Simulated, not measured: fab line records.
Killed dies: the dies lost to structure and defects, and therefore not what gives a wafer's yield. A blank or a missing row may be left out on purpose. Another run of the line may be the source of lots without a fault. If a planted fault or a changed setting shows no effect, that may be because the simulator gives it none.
Matching of chambers    flow n5Finfet    N5_BEOL_M4_ILD_DEP_00 on pecvd-04: 3 sister chambers
The step deposits SiOC from DEMS/O2, target thk 79 nm, time 15.3 s. 24 wafers are shown with their chamber, then 12 later ones without.

== WAFERS PAIRED WITH THEIR CHAMBERS ==
wafer   chamber  throttleValvePct (%)  showerheadPlenumPTorr (Torr)  heaterPowerW (W)
L074.1  0        12.3                  5.700                         619
L074.2  1        12.3                  5.684                         399
L074.6  2        11.3                  5.711                         563
L076.1  0        12.4                  5.699                         564
L076.2  1        12.3                  5.687                         472
L076.4  1        12.3                  5.683                         488
L078.3  2        10.7                  5.701                         495
L078.5  0        12.0                  5.706                         552
L078.6  1        12.5                  5.675                         450
L081.1  0        12.4                  5.698                         631
L081.3  2        11.5                  5.724                         588
L081.5  0        12.4                  5.694                         516
L082.1  2        11.2                  5.688                         594
L082.4  2        11.2                  5.703                         599
L082.5  0        12.1                  5.709                         555
L083.2  2        11.5                  5.721                         503
L083.5  2        11.1                  5.709                         511
L083.6  1        12.3                  5.672                         470
L085.1  2        11.2                  5.713                         490
L085.5  2        11.4                  5.712                         495
L085.6  0        12.5                  5.703                         522
L086.1  0        12.5                  5.707                         547
L086.2  2        11.4                  5.686                         527
L086.3  1        12.4                  5.659                         431

SIGNATURES, as means of the wafers listed above
reading                chamber 0  chamber 1  chamber 2  scatter within a chamber
throttleValvePct       12.325     12.350     11.250     0.192
showerheadPlenumPTorr  5.70200    5.67667    5.70680    0.0101
heaterPowerW           563.25     451.67     536.50     41.1
Rule: distance of a wafer from a chamber = root of the sum over the readings of ((wafer's reading minus chamber's mean) / reading's scatter) squared. The wafer belongs to the nearest chamber; if the next one is less than 2 further off, it can't be placed. The scatter: take each reading less its chamber's mean, square it, sum over the shown wafers, divide by the number of wafers less the number of chambers, and take the root.

== WAFERS WITHOUT THEIR CHAMBER ==
wafer   throttleValvePct (%)  showerheadPlenumPTorr (Torr)  heaterPowerW (W)
L087.1  12.4                  5.700                         560
L087.3  12.5                  5.675                         487
L087.5  11.4                  5.695                         587
L092.2  11.0                  5.696                         562
L092.3  12.6                  5.704                         629
L092.5  12.6                  5.710                         624
L093.1  12.4                  5.693                         479
L093.3  12.6                  5.694                         586
L093.6  12.5                  5.679                         481
L096.3  12.5                  5.697                         449
L096.4  11.4                  5.697                         556
L096.5  12.7                  5.689                         627

== WHICH CHAMBER EACH ONE RAN IN ==
wafer   from the rows above      in truth
L087.1  0                        0
L087.3  1                        1
L087.5  2                        2
L092.2  2                        2
L092.3  0                        0
L092.5  0                        0
L093.1  can't be placed: 1 or 0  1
L093.3  0                        0
L093.6  1                        1
L096.3  can't be placed: 1 or 0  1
L096.4  2                        2
L096.5  can't be placed: 0 or 1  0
9 of 12 placed correctly. Unplaceable from these rows: 3, with the true chamber sitting among the candidates in 3. Number placed wrongly: 0.
